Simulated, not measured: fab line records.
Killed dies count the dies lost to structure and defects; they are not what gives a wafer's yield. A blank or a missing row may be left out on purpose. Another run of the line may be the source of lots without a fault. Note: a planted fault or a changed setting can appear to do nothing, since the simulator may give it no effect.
fab line records | flow nand_harc | part 1 of 2: steps 1 to 4 of 6
record: lots: 21 | wafers: 63 | last_day: 33
route steps=1302 shown A_STAIRCASE@684
lots that met no fault: taken from a fault-free run of the same line
start_h: the number of hours between the record's first day and the start of the first shown wafer of the lot | wait_h: hours since the lot's step before | " repeats the value in the row above | L1.1+2: a single row standing in for several wafers | - no value, or no start was given | * or withheld: withheld | < > ~ a bound
route shown NAME@n: NAME is a module with steps in the file, n the number in the route of the first one | usual: average and standard deviation across the fault-free wafers | same: alike in all rows | chamber/n: place in a boat | sites: each site's reading | _std_site: the standard deviation of these | _edge_site: mean of outer sites minus mean of inner sites | radius_mm: for every site, how far away it sits from the centre of the wafer | mask NAME#n: copy n | behind: the most recent tool/chamber to have shaped the wafer | hold: reason for holding the lot/hours on hold/outcome of the hold | device: which transistor (n, p or np) failed to switch | end of line: the route-end tests of the same wafers | for a step that has no rows: nothing shown but its recipe | killed: the dies lost at the first sort to structure and to defects; this is not the yield of the wafer | map: a wafer's dies, marking killed ones x, the rest . and places with no die _
set.NAME: the setting that was run; set.NAME@STEP: the one run at that earlier step | model.NAME: the simulator's own value behind a step, which no gauge read
steps of the route over a sample of lots; a table a step, a row a wafer
services: a tool's chamber out of use, with start hour (start_h, from the record's first day; less than 0 if before it), hours out, and reason
== steps ==
step: NHARC_A_STAIRCASE_ETCH_27
recipe: target_depth_a: 1000 | time_s: 40.5 | ion_energy_ev: 400 | c4f8_flow_sccm: 20 | o2_flow_sccm: 10 | ar_flow_sccm: withheld | rf_w: 600 | bias_w: 1000 | chemistry: C4F8/O2
usual: bias_w: 1000.1/3 | oes_product_au: 0.943/0.01 | rf_vpp_V: 895/6.5
lot.wafer | tool        | chamber | start_h | wait_h | bias_w | oes_product_au | rf_hours_counter_h | rf_vpp_V
L075.1    | rie_diel-13 | 3       | -       | -      | 997.2  | 0.953          | 1                  | 900
L075.2    | "           | 1       | "       | "      | 990.1  | 0.943          | 1                  | 888
L075.5    | "           | 0       | "       | "      | 999.7  | 0.937          | -                  | 895
L074.4    | rie_diel-12 | 1       | -       | -      | 997.7  | 0.954          | 30                 | 895
L074.2    | "           | 2       | "       | "      | 1002.6 | 0.966          | 28                 | 887
L074.3    | "           | 3       | "       | "      | 1000.9 | 0.953          | 30                 | 900
L076.3    | rie_diel-13 | 0       | -       | -      | 998.5  | 0.953          | 11                 | 896
L076.2    | "           | 2       | "       | "      | 1001.0 | 0.953          | 6                  | 890
L076.5    | "           | 0       | "       | "      | 1000.6 | 0.944          | -                  | 896
L079.4    | rie_diel-13 | 1       | -       | -      | 996.1  | 0.943          | 16                 | 887
L079.1    | "           | 2       | "       | "      | 998.5  | 0.952          | 12                 | 891
L079.2    | "           | 0       | "       | "      | 1000.5 | 0.942          | 18                 | 895
L078.4    | rie_diel-13 | 0       | -       | -      | 1000.3 | 0.955          | 18                 | 893
L078.5    | "           | 3       | "       | "      | 1002.1 | 0.942          | -                  | 901
L078.6    | "           | 0       | "       | "      | 999.6  | 0.949          | -                  | 895
L081.2    | rie_diel-12 | 2       | -       | -      | 995.7  | 0.951          | 44                 | 886
L081.1    | "           | 3       | "       | "      | 999.7  | 0.935          | 48                 | 899
L081.5    | "           | 1       | "       | "      | 1003.7 | 0.960          | -                  | 893
L080.3    | rie_diel-13 | 3       | -       | -      | 1003.7 | 0.943          | 22                 | 899
L080.4    | "           | 0       | "       | "      | 1000.4 | 0.936          | 23                 | 896
L080.6    | "           | 2       | "       | "      | 995.4  | 0.943          | -                  | 888
L082.2    | rie_diel-02 | 1       | -       | -      | 1000.6 | 0.932          | 14                 | 905
L082.3    | "           | 2       | "       | "      | 1004.3 | 0.940          | 10                 | 893
L082.4    | "           | 2       | "       | "      | 1002.2 | 0.944          | -                  | 893
L083.3    | rie_diel-02 | 1       | -       | -      | 996.4  | 0.916          | 16                 | 905
L083.2    | "           | 2       | "       | "      | 1004.2 | 0.927          | 13                 | 893
L083.6    | "           | 2       | "       | "      | 1002.7 | 0.920          | -                  | 894
L084.1    | rie_diel-02 | 2       | -       | -      | 1001.9 | 0.945          | 21                 | 893
L084.3    | "           | 1       | "       | "      | 999.2  | 0.939          | 25                 | 905
L084.6    | "           | 0       | "       | "      | 997.9  | 0.936          | -                  | 905
L085.3    | rie_diel-02 | 1       | -       | -      | 996.2  | 0.942          | 27                 | 904
L085.1    | "           | 2       | "       | "      | 1001.6 | 0.958          | 23                 | 894
L085.6    | "           | 1       | "       | "      | 1002.1 | 0.939          | -                  | 906
L087.2    | rie_diel-13 | 2       | -       | -      | 997.6  | 0.933          | 36                 | 890
L087.3    | "           | 1       | "       | "      | 998.0  | 0.943          | 38                 | 887
L087.4    | "           | 2       | "       | "      | 995.7  | 0.943          | -                  | 890
L086.4    | rie_diel-12 | 3       | -       | -      | 1001.6 | 0.919          | -                  | 898
L086.6    | "           | 0       | "       | "      | 996.8  | 0.926          | -                  | 887
L086.5    | "           | 2       | "       | "      | 1007.0 | 0.940          | -                  | 905
L088.3    | rie_diel-02 | 3       | -       | -      | 991.0  | 0.954          | 29                 | 891
L088.2    | "           | 2       | "       | "      | 997.7  | 0.936          | 37                 | 893
L088.5    | "           | 0       | "       | "      | 1001.3 | 0.935          | -                  | 903
L090.4    | rie_diel-12 | 2       | -       | -      | 997.5  | 0.951          | 25                 | 905
L090.1    | "           | 3       | "       | "      | 1002.4 | 0.935          | 24                 | 898
L090.5    | "           | 1       | "       | "      | 1002.7 | 0.949          | -                  | 895
L091.3    | rie_diel-02 | 0       | -       | -      | 1006.6 | 0.935          | 42                 | 904
L091.1    | "           | 2       | "       | "      | 997.3  | 0.948          | 42                 | 893
L091.5    | "           | 0       | "       | "      | 1000.0 | 0.930          | -                  | 905
L092.1    | rie_diel-13 | 1       | -       | -      | 999.9  | 0.960          | 0                  | 886
L092.3    | "           | 0       | "       | "      | 998.9  | 0.946          | 0                  | 896
L092.5    | "           | 1       | "       | "      | 1002.1 | 0.964          | -                  | 887
L093.3    | rie_diel-13 | 1       | -       | -      | 999.1  | 0.962          | 4                  | 886
L093.4    | "           | 3       | "       | "      | 997.1  | 0.955          | 4                  | 900
L093.5    | "           | 1       | "       | "      | 1001.1 | 0.955          | -                  | 887
L096.3    | rie_diel-12 | 2       | -       | -      | 1004.8 | 0.957          | 37                 | 905
L096.1    | "           | 0       | "       | "      | 1001.9 | 0.943          | 38                 | 887
L096.6    | "           | 2       | "       | "      | 1004.7 | 0.956          | -                  | 904
L094.4    | rie_diel-13 | 3       | -       | -      | 1002.0 | 0.951          | 10                 | 901
L094.2    | "           | 1       | "       | "      | 998.7  | 0.950          | 12                 | 886
L094.3    | "           | 2       | "       | "      | 1000.0 | 0.938          | 12                 | 888
L095.4    | rie_diel-02 | 0       | -       | -      | 1006.4 | 0.945          | 57                 | 904
L095.6    | "           | 3       | "       | "      | 996.4  | 0.932          | -                  | 892
L095.5    | "           | 0       | "       | "      | 1005.7 | 0.945          | -                  | 904
step: NHARC_A_STAIRCASE_ETCH_188
recipe: target_depth_a: 1000 | time_s: 40.5 | ion_energy_ev: 400 | c4f8_flow_sccm: 20 | o2_flow_sccm: 10 | ar_flow_sccm: withheld | rf_w: 600 | bias_w: 1000 | chemistry: C4F8/O2
usual: bias_w: 1000.4/3 | oes_product_au: 0.946/0.013 | rf_vpp_V: 896/6.5
lot.wafer | tool        | chamber | start_h | wait_h | bias_w | oes_product_au | rf_hours_counter_h | rf_vpp_V
L075.1    | rie_diel-13 | 2       | -       | -      | 1000.1 | 0.930          | 2                  | 889
L075.2    | "           | 0       | "       | "      | 1002.9 | 0.938          | 2                  | 895
L075.5    | "           | 2       | "       | "      | 1004.0 | 0.949          | -                  | 891
L074.3    | rie_diel-12 | 1       | -       | -      | 1005.7 | 0.954          | 30                 | 894
L074.2    | "           | 2       | "       | "      | 1003.4 | 0.970          | 28                 | 886
L074.4    | "           | 3       | "       | "      | 1000.3 | 0.948          | 30                 | 901
L076.2    | rie_diel-12 | 3       | -       | -      | 1000.2 | 0.953          | 35                 | 900
L076.3    | "           | 1       | "       | "      | 1003.0 | 0.973          | 37                 | 893
L076.5    | "           | 0       | "       | "      | 999.3  | 0.948          | -                  | 889
L079.2    | rie_diel-02 | 0       | -       | -      | 997.2  | 0.965          | 1                  | 904
L079.4    | "           | 1       | "       | "      | 1005.0 | 0.944          | 1                  | 906
L079.1    | "           | 2       | "       | "      | 1002.5 | 0.954          | 1                  | 894
L078.4    | rie_diel-13 | 3       | -       | -      | 997.7  | 0.960          | 18                 | 900
L078.6    | "           | 3       | "       | "      | 1001.1 | 0.969          | -                  | 901
L078.5    | "           | 0       | "       | "      | 1003.6 | 0.947          | -                  | 896
L081.2    | rie_diel-13 | 3       | -       | -      | 1000.8 | 0.935          | 21                 | 901
L081.1    | "           | 0       | "       | "      | 1002.4 | 0.935          | 22                 | 895
L081.5    | "           | 2       | "       | "      | 1001.8 | 0.934          | -                  | 890
L080.3    | rie_diel-02 | 1       | -       | -      | 1001.4 | 0.919          | 9                  | 905
L080.4    | "           | 2       | "       | "      | 998.6  | 0.937          | -                  | 893
L080.6    | "           | 3       | "       | "      | 1000.0 | 0.942          | -                  | 892
L082.2    | rie_diel-13 | 0       | -       | -      | 1004.6 | 0.946          | 24                 | 894
L082.4    | "           | 2       | "       | "      | 1004.8 | 0.963          | 18                 | 890
L082.3    | "           | 3       | "       | "      | 1000.4 | 0.960          | 23                 | 901
L083.2    | rie_diel-13 | 2       | -       | -      | 999.5  | 0.934          | 22                 | 889
L083.3    | "           | 0       | "       | "      | 997.3  | 0.951          | 27                 | 896
L083.6    | "           | 2       | "       | "      | 997.7  | 0.932          | -                  | 889
L084.1    | rie_diel-12 | 2       | -       | -      | 1002.3 | 0.946          | 2                  | 907
L084.3    | "           | 1       | "       | "      | 997.3  | 0.948          | 2                  | 895
L084.6    | "           | 2       | "       | "      | 997.5  | 0.959          | -                  | 906
L085.3    | rie_diel-12 | 0       | -       | -      | 1001.1 | 0.955          | 3                  | 888
L085.1    | "           | 2       | "       | "      | 999.4  | 0.971          | 5                  | 906
L085.6    | "           | 1       | "       | "      | 997.1  | 0.967          | -                  | 894
L087.2    | rie_diel-13 | 3       | -       | -      | 999.4  | 0.930          | 39                 | 900
L087.3    | "           | 1       | "       | "      | 999.4  | 0.936          | 38                 | 887
L087.4    | "           | 2       | "       | "      | 999.0  | 0.938          | -                  | 890
L086.5    | rie_diel-12 | 3       | -       | -      | 994.7  | 0.924          | -                  | 899
L086.4    | "           | 0       | "       | "      | 1004.5 | 0.931          | -                  | 888
L086.6    | "           | 2       | "       | "      | 994.1  | 0.937          | -                  | 905
L088.2    | rie_diel-13 | 1       | -       | -      | 1005.3 | 0.949          | 45                 | 887
L088.3    | "           | 3       | "       | "      | 1006.4 | 0.958          | 45                 | 899
L088.5    | "           | 1       | "       | "      | 999.1  | 0.958          | -                  | 887
L090.1    | rie_diel-12 | 2       | -       | -      | 1001.7 | 0.963          | 25                 | 904
L090.4    | "           | 0       | "       | "      | 998.8  | 0.946          | 22                 | 887
L090.5    | "           | 2       | "       | "      | 1000.4 | 0.971          | -                  | 903
L091.1    | rie_diel-02 | 2       | -       | -      | 997.8  | 0.931          | 43                 | 892
L091.3    | "           | 3       | "       | "      | 997.0  | 0.950          | 39                 | 892
L091.5    | "           | 0       | "       | "      | 997.0  | 0.960          | -                  | 904
L092.1    | rie_diel-12 | 3       | -       | -      | 996.4  | 0.936          | 30                 | 901
L092.3    | "           | 1       | "       | "      | 1000.8 | 0.946          | 26                 | 893
L092.5    | "           | 2       | "       | "      | 1005.2 | 0.970          | -                  | 906
L093.3    | rie_diel-02 | 1       | -       | -      | 1000.3 | 0.960          | 45                 | 906
L093.4    | "           | 2       | "       | "      | 998.7  | 0.934          | 47                 | 892
L093.5    | "           | 2       | "       | "      | 1000.7 | 0.941          | -                  | 892
L096.1    | rie_diel-12 | 0       | -       | -      | 1006.6 | 0.940          | 38                 | 887
L096.3    | "           | 2       | "       | "      | 1001.3 | 0.955          | 37                 | 905
L096.6    | "           | 0       | "       | "      | 1003.6 | 0.954          | -                  | 888
L094.3    | rie_diel-13 | 0       | -       | -      | 998.0  | 0.952          | 10                 | 895
L094.4    | "           | 1       | "       | "      | 998.3  | 0.965          | 12                 | 887
L094.2    | "           | 3       | "       | "      | 1002.6 | 0.934          | 10                 | 899
L095.4    | rie_diel-02 | 1       | -       | -      | 996.8  | 0.926          | 54                 | 905
L095.5    | "           | 1       | "       | "      | 1002.7 | 0.930          | -                  | 906
L095.6    | "           | 2       | "       | "      | 1002.3 | 0.935          | -                  | 893
step: NHARC_A_STAIRCASE_ETCH_203
recipe: target_depth_a: 1000 | time_s: 40.5 | ion_energy_ev: 400 | c4f8_flow_sccm: 20 | o2_flow_sccm: 10 | ar_flow_sccm: withheld | rf_w: 600 | bias_w: 1000 | chemistry: C4F8/O2
usual: bias_w: 999.5/2.8 | oes_product_au: 0.944/0.0097 | rf_vpp_V: 895/6.1
lot.wafer | tool        | chamber | start_h | wait_h | bias_w | oes_product_au | rf_hours_counter_h | rf_vpp_V
L075.1    | rie_diel-13 | 3       | -       | -      | 996.9  | 0.971          | 2                  | 901
L075.2    | "           | 0       | "       | "      | 996.9  | 0.937          | 2                  | 895
L075.5    | "           | 1       | "       | "      | 1000.3 | 0.942          | -                  | 888
L074.3    | rie_diel-02 | 0       | -       | -      | 1002.0 | 0.946          | 44                 | 906
L074.2    | "           | 1       | "       | "      | 1001.1 | 0.964          | 44                 | 885
L074.4    | "           | 2       | "       | "      | 1000.7 | 0.957          | 46                 | 893
L076.3    | rie_diel-13 | 2       | -       | -      | 1003.0 | 0.958          | 7                  | 891
L076.2    | "           | 1       | "       | "      | 997.7  | 0.951          | 11                 | 889
L076.5    | "           | 3       | "       | "      | 1003.6 | 0.953          | -                  | 902
L079.1    | rie_diel-02 | 1       | -       | -      | 995.1  | 0.936          | 2                  | 906
L079.4    | "           | 3       | "       | "      | 1000.1 | 0.947          | 2                  | 893
L079.2    | "           | 0       | "       | "      | 995.7  | 0.931          | 1                  | 905
L078.4    | rie_diel-12 | 0       | -       | -      | 1002.0 | 0.931          | 46                 | 888
L078.5    | "           | 0       | "       | "      | 1002.9 | 0.940          | -                  | 888
L078.6    | "           | 1       | "       | "      | 999.8  | 0.953          | -                  | 893
L081.2    | rie_diel-13 | 2       | -       | -      | 1003.6 | 0.933          | 17                 | 890
L081.1    | "           | 3       | "       | "      | 998.8  | 0.943          | 22                 | 899
L081.5    | "           | 1       | "       | "      | 1000.5 | 0.944          | -                  | 887
L080.3    | rie_diel-02 | 1       | -       | -      | 998.9  | 0.915          | 11                 | 906
L080.6    | "           | 2       | "       | "      | 999.4  | 0.940          | -                  | 894
L080.4    | "           | 1       | "       | "      | 996.2  | 0.921          | -                  | 906
L082.4    | rie_diel-13 | 3       | -       | -      | 997.0  | 0.942          | 24                 | 900
L082.3    | "           | 0       | "       | "      | 1003.7 | 0.952          | 25                 | 894
L082.2    | "           | 1       | "       | "      | 1000.0 | 0.962          | 23                 | 888
L083.2    | rie_diel-13 | 2       | -       | -      | 997.0  | 0.948          | 23                 | 888
L083.3    | "           | 3       | "       | "      | 1004.4 | 0.950          | 28                 | 900
L083.6    | "           | 1       | "       | "      | 1000.6 | 0.945          | -                  | 888
L084.1    | rie_diel-13 | 2       | -       | -      | 1001.9 | 0.965          | 29                 | 889
L084.3    | "           | 3       | "       | "      | 994.7  | 0.946          | 34                 | 901
L084.6    | "           | 1       | "       | "      | 996.5  | 0.947          | -                  | 888
L085.1    | rie_diel-13 | 3       | -       | -      | 996.0  | 0.942          | 36                 | 900
L085.3    | "           | 0       | "       | "      | 1005.5 | 0.952          | 34                 | 894
L085.6    | "           | 3       | "       | "      | 995.0  | 0.940          | -                  | 900
L086.5    | rie_diel-13 | 2       | -       | -      | 998.5  | 0.949          | -                  | 890
L086.6    | "           | 3       | "       | "      | 998.7  | 0.954          | -                  | 899
L086.4    | "           | 1       | "       | "      | 999.0  | 0.951          | -                  | 888
L087.3    | rie_diel-12 | 1       | -       | -      | 1004.0 | 0.939          | 6                  | 894
L087.2    | "           | 2       | "       | "      | 1003.0 | 0.944          | 11                 | 907
L087.4    | "           | 0       | "       | "      | 998.6  | 0.955          | 8                  | 888
L088.2    | rie_diel-13 | 3       | -       | -      | 1000.2 | 0.935          | 45                 | 899
L088.3    | "           | 0       | "       | "      | 998.9  | 0.924          | 43                 | 895
L088.5    | "           | 0       | "       | "      | 995.9  | 0.937          | -                  | 894
L090.1    | rie_diel-12 | 2       | -       | -      | 1003.7 | 0.955          | 25                 | 904
L090.4    | "           | 1       | "       | "      | 996.7  | 0.946          | 21                 | 894
L090.5    | "           | 3       | "       | "      | 999.1  | 0.935          | -                  | 900
L091.1    | rie_diel-02 | 2       | -       | -      | 1005.7 | 0.938          | 44                 | 893
L091.3    | "           | 0       | "       | "      | 992.3  | 0.950          | 43                 | 903
L091.5    | "           | 2       | "       | "      | 1003.4 | 0.952          | -                  | 894
L092.1    | rie_diel-02 | 1       | -       | -      | 999.1  | 0.956          | 44                 | 905
L092.3    | "           | 3       | "       | "      | 1003.1 | 0.946          | 43                 | 892
L092.5    | "           | 1       | "       | "      | 994.2  | 0.958          | -                  | 905
L093.4    | rie_diel-13 | 2       | -       | -      | 993.6  | 0.936          | 6                  | 890
L093.3    | "           | 1       | "       | "      | 997.7  | 0.938          | 5                  | 888
L093.5    | "           | 3       | "       | "      | 1000.9 | 0.942          | -                  | 899
L096.3    | rie_diel-02 | 1       | -       | -      | 1000.4 | 0.927          | 55                 | 906
L096.1    | "           | 2       | "       | "      | 1002.0 | 0.946          | 52                 | 894
L096.6    | "           | 0       | "       | "      | 996.5  | 0.956          | -                  | 904
L094.2    | rie_diel-13 | 0       | -       | -      | 994.9  | 0.933          | 11                 | 895
L094.3    | "           | 1       | "       | "      | 1002.6 | 0.960          | 13                 | 886
L094.4    | "           | 3       | "       | "      | 999.9  | 0.937          | 11                 | 899
L095.4    | rie_diel-13 | 2       | -       | -      | 998.2  | 0.949          | 14                 | 890
L095.6    | "           | 3       | "       | "      | 997.5  | 0.942          | -                  | 899
L095.5    | "           | 0       | "       | "      | 997.4  | 0.933          | -                  | 893
step: NHARC_A_STAIRCASE_TRIM_222
recipe: time_s: 211.2 | o2_flow_sccm: 500 | ar_flow_sccm: 0 | bias_w: 0 | chemistry: O2
usual: drypump_motor_current_A: 5.7/0.56 | o2_flow_sccm: 499.8/1.5 | oes_product_au: 1.001/0.0092 | rf_vpp_V: 57.8/0.9 | showerhead_plenum_p_Torr: 3.53/0.18 | throttle_valve_pct: 17.036/0.0083
same: bias_w: 0
lot.wafer | tool        | chamber | start_h | wait_h | drypump_motor_current_A | o2_flow_sccm | oes_product_au | rf_hours_counter_h | rf_vpp_V | showerhead_plenum_p_Torr | throttle_valve_pct
L075.2    | rie_diel-13 | 3       | -       | -      | 5.4                     | 500.4        | 1.000          | 2                  | 58.6     | 3.66                     | 17.053
L075.1    | "           | 0       | "       | "      | 6.2                     | 497.9        | 0.999          | 3                  | 57.1     | 3.51                     | 17.032
L075.5    | "           | 3       | "       | "      | 5.4                     | 498.9        | 1.004          | -                  | 59.8     | 3.66                     | 17.030
L074.4    | rie_diel-13 | 2       | -       | -      | 5.3                     | 498.8        | 1.000          | 3                  | 57.7     | 3.37                     | 17.033
L074.3    | "           | 3       | "       | "      | 5.4                     | 499.2        | 0.996          | 3                  | 57.7     | 3.66                     | 17.024
L074.2    | "           | 0       | "       | "      | 6.2                     | 501.2        | 0.993          | 3                  | 56.6     | 3.51                     | 17.055
L076.3    | rie_diel-02 | 1       | -       | -      | 5.0                     | 500.3        | 1.025          | 52                 | 57.7     | 3.27                     | 17.039
L076.2    | "           | 0       | "       | "      | 5.8                     | 499.6        | 0.995          | 50                 | 59.0     | 3.78                     | 17.039
L076.5    | "           | 1       | "       | "      | 5.0                     | 500.9        | 1.000          | -                  | 59.2     | 3.27                     | 17.038
L079.4    | rie_diel-13 | 1       | -       | -      | 6.3                     | 498.7        | 1.011          | 17                 | 57.3     | 3.31                     | 17.042
L079.2    | "           | 2       | "       | "      | 5.3                     | 500.1        | 1.001          | 13                 | 58.0     | 3.37                     | 17.017
L079.1    | "           | 0       | "       | "      | 6.2                     | 499.0        | 1.013          | 19                 | 56.6     | 3.50                     | 17.039
L078.4    | rie_diel-02 | 3       | -       | -      | 6.0                     | 498.8        | 1.011          | -                  | 57.2     | 3.42                     | 17.030
L078.5    | "           | 0       | "       | "      | 5.8                     | 498.8        | 0.997          | -                  | 57.3     | 3.78                     | 17.031
L078.6    | "           | 1       | "       | "      | 5.0                     | 498.4        | 0.994          | -                  | 58.9     | 3.81                     | 17.038
L081.2    | rie_diel-02 | 2       | -       | -      | 6.5                     | 500.9        | 0.999          | 6                  | 57.4     | 3.46                     | 17.047
L081.1    | "           | 3       | "       | "      | 5.9                     | 498.0        | 1.001          | 10                 | 57.2     | 3.41                     | 17.036
L081.5    | "           | 1       | "       | "      | 5.0                     | 498.3        | 0.995          | -                  | 57.8     | 3.80                     | 17.033
L080.4    | rie_diel-12 | 0       | -       | -      | 4.9                     | 502.9        | 0.989          | 58                 | 57.7     | 3.31                     | 17.036
L080.3    | "           | 1       | "       | "      | 6.5                     | 500.9        | 0.998          | 57                 | 58.8     | 3.48                     | 17.032
L080.6    | "           | 1       | "       | "      | 6.5                     | 499.4        | 0.998          | -                  | 58.6     | 3.48                     | 17.041
L082.2    | rie_diel-02 | 0       | -       | -      | 5.8                     | 500.1        | 0.984          | 10                 | 59.1     | 3.77                     | 17.020
L082.3    | "           | 1       | "       | "      | 5.0                     | 497.8        | 0.980          | 15                 | 59.0     | 3.80                     | 17.046
L082.4    | "           | 2       | "       | "      | 6.6                     | 499.7        | 0.998          | -                  | 57.6     | 3.46                     | 17.049
L083.2    | rie_diel-13 | 0       | -       | -      | 6.3                     | 499.8        | 1.011          | 28                 | 59.6     | 3.50                     | 17.017
L083.3    | "           | 1       | "       | "      | 6.3                     | 501.7        | 1.007          | 27                 | 58.3     | 3.30                     | 17.047
L083.6    | "           | 3       | "       | "      | 5.4                     | 500.8        | 1.003          | -                  | 58.6     | 3.64                     | 17.034
L084.3    | rie_diel-12 | 3       | -       | -      | 5.7                     | 498.9        | 0.990          | 3                  | 57.1     | 3.62                     | 17.044
L084.1    | "           | 2       | "       | "      | 5.1                     | 501.6        | 1.019          | 3                  | 58.7     | 3.81                     | 17.033
L084.6    | "           | 0       | "       | "      | 4.9                     | 499.0        | 1.010          | -                  | 56.7     | 3.31                     | 17.033
L085.1    | rie_diel-12 | 0       | -       | -      | 4.9                     | 499.0        | 0.998          | 4                  | 58.4     | 3.31                     | 17.043
L085.3    | "           | 2       | "       | "      | 5.1                     | 501.7        | 1.017          | 6                  | 59.0     | 3.80                     | 17.047
L085.6    | "           | 0       | "       | "      | 4.9                     | 500.6        | 1.015          | -                  | 56.9     | 3.31                     | 17.045
L086.4    | rie_diel-13 | 1       | -       | -      | 6.3                     | 501.1        | 1.004          | 40                 | 55.7     | 3.29                     | 17.040
L086.5    | "           | 2       | "       | "      | 5.2                     | 501.7        | 1.008          | -                  | 58.9     | 3.35                     | 17.038
L086.6    | "           | 3       | "       | "      | 5.4                     | 499.9        | 1.005          | -                  | 57.8     | 3.64                     | 17.038
L087.2    | rie_diel-02 | 2       | -       | -      | 6.6                     | 503.0        | 1.005          | 30                 | 56.6     | 3.45                     | 17.042
L087.4    | "           | 3       | "       | "      | 6.0                     | 498.1        | 0.990          | 23                 | 58.1     | 3.41                     | 17.038
L087.3    | "           | 1       | "       | "      | 5.0                     | 501.1        | 0.999          | 29                 | 58.1     | 3.79                     | 17.051
L088.3    | rie_diel-02 | 0       | -       | -      | 5.8                     | 499.5        | 1.000          | 35                 | 58.9     | 3.76                     | 17.035
L088.2    | "           | 2       | "       | "      | 6.6                     | 498.7        | 1.002          | 38                 | 58.1     | 3.45                     | 17.035
L088.5    | "           | 0       | "       | "      | 5.8                     | 502.2        | 0.996          | -                  | 57.1     | 3.76                     | 17.033
L090.1    | rie_diel-02 | 2       | -       | -      | 6.6                     | 498.8        | 0.999          | 44                 | 58.1     | 3.44                     | 17.020
L090.4    | "           | 1       | "       | "      | 5.0                     | 500.7        | 0.990          | 41                 | 58.0     | 3.78                     | 17.043
L090.5    | "           | 3       | "       | "      | 6.0                     | 500.6        | 1.012          | -                  | 56.4     | 3.40                     | 17.032
L091.3    | rie_diel-02 | 0       | -       | -      | 5.8                     | 499.3        | 1.002          | 44                 | 58.8     | 3.75                     | 17.027
L091.1    | "           | 3       | "       | "      | 5.9                     | 496.6        | 1.002          | 40                 | 57.3     | 3.40                     | 17.031
L091.5    | "           | 3       | "       | "      | 5.9                     | 497.3        | 0.994          | -                  | 58.2     | 3.40                     | 17.030
L092.1    | rie_diel-13 | 2       | -       | -      | 5.3                     | 499.3        | 1.002          | 2                  | 58.4     | 3.35                     | 17.046
L092.3    | "           | 0       | "       | "      | 6.2                     | 501.8        | 1.007          | 2                  | 58.0     | 3.49                     | 17.033
L092.5    | "           | 1       | "       | "      | 6.3                     | 498.5        | 1.026          | -                  | 56.4     | 3.29                     | 17.032
L093.3    | rie_diel-02 | 1       | -       | -      | 5.0                     | 500.7        | 0.993          | 47                 | 58.4     | 3.78                     | 17.039
L093.4    | "           | 0       | "       | "      | 5.8                     | 503.5        | 1.012          | -                  | 58.2     | 3.75                     | 17.055
L093.5    | "           | 1       | "       | "      | 5.0                     | 502.0        | 0.991          | -                  | 58.5     | 3.78                     | 17.027
L096.1    | rie_diel-02 | 0       | -       | -      | 5.8                     | 500.0        | 0.997          | 58                 | 58.3     | 3.74                     | 17.037
L096.3    | "           | 1       | "       | "      | 5.0                     | 500.2        | 0.993          | 55                 | 58.8     | 3.78                     | 17.030
L096.6    | "           | 1       | "       | "      | 5.0                     | 500.2        | 0.988          | -                  | 57.9     | 3.78                     | 17.029
L094.2    | rie_diel-12 | 2       | -       | -      | 5.1                     | 500.0        | 1.017          | 38                 | 57.9     | 3.79                     | 17.039
L094.4    | "           | 3       | "       | "      | 5.8                     | 498.4        | 1.000          | 40                 | 59.3     | 3.60                     | 17.036
L094.3    | "           | 1       | "       | "      | 6.5                     | 498.1        | 1.014          | 35                 | 57.6     | 3.46                     | 17.043
L095.4    | rie_diel-12 | 3       | -       | -      | 5.7                     | 499.6        | 1.005          | 41                 | 57.8     | 3.60                     | 17.033
L095.5    | "           | 3       | "       | "      | 5.7                     | 498.8        | 1.003          | -                  | 57.3     | 3.60                     | 17.044
L095.6    | "           | 0       | "       | "      | 4.9                     | 498.0        | 1.007          | -                  | 56.7     | 3.29                     | 17.051
